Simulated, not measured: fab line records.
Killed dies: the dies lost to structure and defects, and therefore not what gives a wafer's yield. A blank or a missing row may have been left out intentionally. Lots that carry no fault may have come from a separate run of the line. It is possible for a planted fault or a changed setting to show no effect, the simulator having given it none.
Split-lot experiment | flow n5_finfet | 21 wafers read across 7 lots, on a route 1938 steps long

== THE SPLIT ITSELF ==
At N5_BEOL_M15_COAT_22 (resist thk 800 nm), the setting spin_rpm was moved away from the recipe's 1704 rpm on 7 of the 21 wafers read, by -9.0% to +11.0%. This setting was run at the recipe's value on the other wafers.

== FROM THE SPLIT TO THE READING: what the file shows between them, 2 steps ==
- N5_BEOL_M15_EBR_24
- N5_BEOL_M15_SOFTBAKE_23: time 60 s

== THE READING ==
coat_of_BEOL_M15_COAT_22.thk_nm (the simulator's own value, which no gauge read), in nm, at N5_BEOL_M15_DESCUM_33 (chemistry O2, time 7.9 s). No usual value for it is given in the file. Average 782.8 nm, standard deviation 1.8 nm, over the 14 wafers here run with the recipe.

wafer  | tool, chamber at the split | spin_rpm as run, rpm | against the recipe | coat_of_BEOL_M15_COAT_22.thk_nm, nm | against lot-mates on the recipe
L079.1 | litho_track-05, 0          | 1704                 | recipe             | 784.2                               | -
L079.3 | litho_track-05, 0          | 1766                 | +3.6%              | 769.6                               | -14.6
L079.6 | litho_track-05, 0          | 1766                 | +3.6%              | 769                                 | -15.2
L082.3 | litho_track-05, 0          | 1704                 | recipe             | 781.2                               | -
L082.4 | litho_track-05, 0          | 1704                 | recipe             | 782.6                               | -
L082.5 | litho_track-05, 0          | 1867                 | +9.6%              | 745.2                               | -36.7
L080.1 | litho_track-02, 0          | 1704                 | recipe             | 785.4                               | -
L080.2 | litho_track-02, 0          | 1891                 | +11.0%             | 743.2                               | -42.0
L080.4 | litho_track-02, 0          | 1704                 | recipe             | 785                                 | -
L083.2 | litho_track-05, 0          | 1704                 | recipe             | 781.4                               | -
L083.3 | litho_track-05, 0          | 1704                 | recipe             | 782.2                               | -
L083.6 | litho_track-05, 0          | 1704                 | recipe             | 781.2                               | -
L092.1 | litho_track-05, 0          | 1704                 | recipe             | 781.2                               | -
L092.5 | litho_track-05, 0          | 1704                 | recipe             | 782                                 | -
L092.6 | litho_track-05, 0          | 1550                 | -9.0%              | 819.6                               | +38.0
L090.3 | litho_track-05, 0          | 1704                 | recipe             | 784.4                               | -
L090.5 | litho_track-05, 0          | 1632                 | -4.2%              | 799.4                               | +14.0
L090.6 | litho_track-05, 0          | 1704                 | recipe             | 786.4                               | -
L096.2 | litho_track-03, 0          | 1635                 | -4.0%              | 799.4                               | +18.5
L096.3 | litho_track-03, 0          | 1704                 | recipe             | 781.2                               | -
L096.6 | litho_track-03, 0          | 1704                 | recipe             | 780.6                               | -

FIT RESULTS
A straight line over all 21 wafers: coat_of_BEOL_M15_COAT_22.thk_nm changes by -3.85 nm for each +1% of spin_rpm; r = -0.99; the points scatter about the line by 1.8 nm.
The same after taking each lot's own level away (the mean of its wafers on the recipe; 21 wafers): -3.95 nm for each +1%; r = -1.00; scatter 1.2 nm.
According to that fit, moving spin_rpm by its largest amount changes the reading by 43 nm.
Measured against the standard deviation above, the lots' own levels, which go from 780.90 to 785.40 nm, span 2.5 times it.
The two slopes agree, so the slope changes little with the lot-to-lot level.
Check: for one of the wafers moved furthest among these (+11.0%), held out of the fit, the line's prediction against its lot-mates is -43.9 nm. Against them it came out at -42 nm.

== OTHER SPLITS ON THESE WAFERS ==
Before the reading, these wafers also passed through other splits. Each is held against what the fit with the lots' levels taken away leaves over:
other split on the same wafers    | wafers away from the commonest value | r with coat_of_BEOL_M15_COAT_22.thk_nm (lot level and that fit taken away)
N5_BEOL_M13_SPUTTER_43 time_s     | 2                                    | +0.08
N5_BEOL_M14_ILD_DEP_00 time_s     | 11                                   | +0.30
N5_BEOL_M14_TRENCH_ETCH_34 time_s | 7                                    | -0.30

== THE WHOLE CHAIN: every reading that the file lists as answering this split, in the file's order ==
step                  | what it does             | reading                                                                          | change (the file's fit)              | r (the file's)
N5_BEOL_M15_COAT_22   | resist thk 800 nm        | coat_of_BEOL_M15_COAT_22.thk_nm (the simulator's own value, which no gauge read) | -3.95 nm for each +1% of the setting | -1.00
N5_BEOL_M15_DESCUM_33 | chemistry O2, time 7.9 s | coat_of_BEOL_M15_COAT_22.thk_nm (the simulator's own value, which no gauge read) | -3.94 nm for each +1% of the setting | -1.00

== THE FILE'S OWN FIT ==
coat_of_BEOL_M15_COAT_22.thk_nm changes by -3.94 nm for each +1% of spin_rpm, r = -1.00.
